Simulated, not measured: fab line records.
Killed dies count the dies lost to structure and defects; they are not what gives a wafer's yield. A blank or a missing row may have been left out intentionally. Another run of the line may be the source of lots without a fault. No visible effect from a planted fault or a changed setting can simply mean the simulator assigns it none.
A struck lot beside a sound one -- flow nand harc -- 15 out of 1159 route steps
Sound: wafers L490.1, L490.3, L490.4. Struck: wafer L495.4 (L495.1, L495.5, from the same lot, were not struck and are left out); the cause is given at the end.
Order at every step that has rows: each side's tool, ch and its chambers, its first start. Under that, the readings that differ: sound wafers -- struck wafers -- difference of the means -- sigmas: that difference in standard deviations of wafers without a fault.
alike: readings whose means differ by less than 2 such deviations, and words and numbers that are the same on both sides. not compared: withheld readings, readings that some wafer has no value for, bounds like >300 that may hide the same value, and numbers for which the record gives no deviation and whose values overlap.
Wherever a step has rows on one side only, a row that says differs or no value, or a row with sigmas, the two part there. Numbers that don't overlap but have no deviation are shown without sigmas and don't part them. A reading missing from all wafers of one side parts the sides only when that side holds two or more wafers.

first, 7 steps without rows for these wafers: NHARC_A_BLC_COAT_03 (time 65 s); NHARC_A_BLC_COAT_04 (resist thk 90 nm); NHARC_A_BLC_SOFTBAKE_05 (time 55 s); NHARC_A_BLC_EBR_06; NHARC_A_BLC_EXPOSE_07 (exposes mask A BLC, target cd 100 nm); NHARC_A_BLC_PEB_08 (peb time 65 s); NHARC_A_BLC_DEVELOP_09 (develop time 35 s).
NHARC_A_BLC_CD_MEAS_10: target cd 100 nm.
  sound on cd sem-01 ch 0, day 18 01:02; struck on cd sem-02 ch 0, day 19 05:28
  alike: cd nm
NHARC_A_BLC_OVL_MEAS_11:
  sound on overlay-01 at day 18 01:08; struck on overlay-02 at day 19 05:33
  alike: overlay x nm, overlay y nm
NHARC_A_BLC_INSPECT_12:
  sound on defect inspect-01 at day 18 01:10; struck on defect inspect-01 at day 19 05:35
  alike: raw defect count
NHARC_A_BLC_DESCUM_15: chemistry O2, time 3 s.
  sound on rie diel-13 ch 0,1,3, day 18 01:14; struck on rie diel-04 ch 0, day 19 05:40
reading,sound,struck,difference,sigmas
rf hours counter h (h),47 48 49,13,-35,
  alike: drypump motor current A, o2 flow sccm, oes product au, rf vpp V, showerhead plenum p Torr, throttle valve pct
NHARC_A_BLC_ETCH_16: etches the open film in CF4, target depth 39 nm, time 65 s.
  sound on rie diel-13 ch 0,2,3, day 18 01:19; struck on rie diel-04 ch 3, day 19 05:45
reading,sound,struck,difference,sigmas
rf hours counter h (h),50 49 47,14,-35,
  alike: drypump motor current A, oes product au, rf vpp V, run length s, showerhead plenum p Torr, throttle valve pct
NHARC_A_BLC_ETCH_17: etches the open film in N2/H2, target depth 390 nm, time 609.38 s.
  sound on rie diel-13 ch 0,1,2, day 18 01:24; struck on rie diel-04 ch 0, day 19 05:52
reading,sound,struck,difference,sigmas
rf hours counter h (h),48 47 50,13,-35,
run length s (s),630.5 631.1 630.2,616.5,-14.1,-29
  alike: drypump motor current A, oes product au, rf vpp V, showerhead plenum p Torr, throttle valve pct
NHARC_A_BLC_ETCH_18: etches the open film in C4F8/O2/Ar, target depth 910 nm.
  sound: rie diel-13 ch 2,3; struck: rie diel-04 ch 3
  alike: oes product au, rf vpp V
  not compared: rf hours counter h
-- the record jumps here: 2 days lie between the struck wafers' starts before and after (it left off in module A_BLC and takes up again in module END, whose first step shown is number 1159 of the route) --
NHARC_END_SORT_01:
  sound on prober-02 ch 0, day 20 02:26; struck on prober-02 ch 0, day 21 11:59
  alike: killed at array, killed at other, killed at periphery, killed dies, killed open, killed short

WHERE THEY PART
Only at NHARC_A_BLC_ETCH_17, within this record. Later steps at which nothing parts them and some readings are alike: NHARC_A_BLC_ETCH_18, NHARC_END_SORT_01.

WHY: what had been put in by the simulator
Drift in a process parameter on rie diel-04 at NHARC_A_BLC_ETCH_17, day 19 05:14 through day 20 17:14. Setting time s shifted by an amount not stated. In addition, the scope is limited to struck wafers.
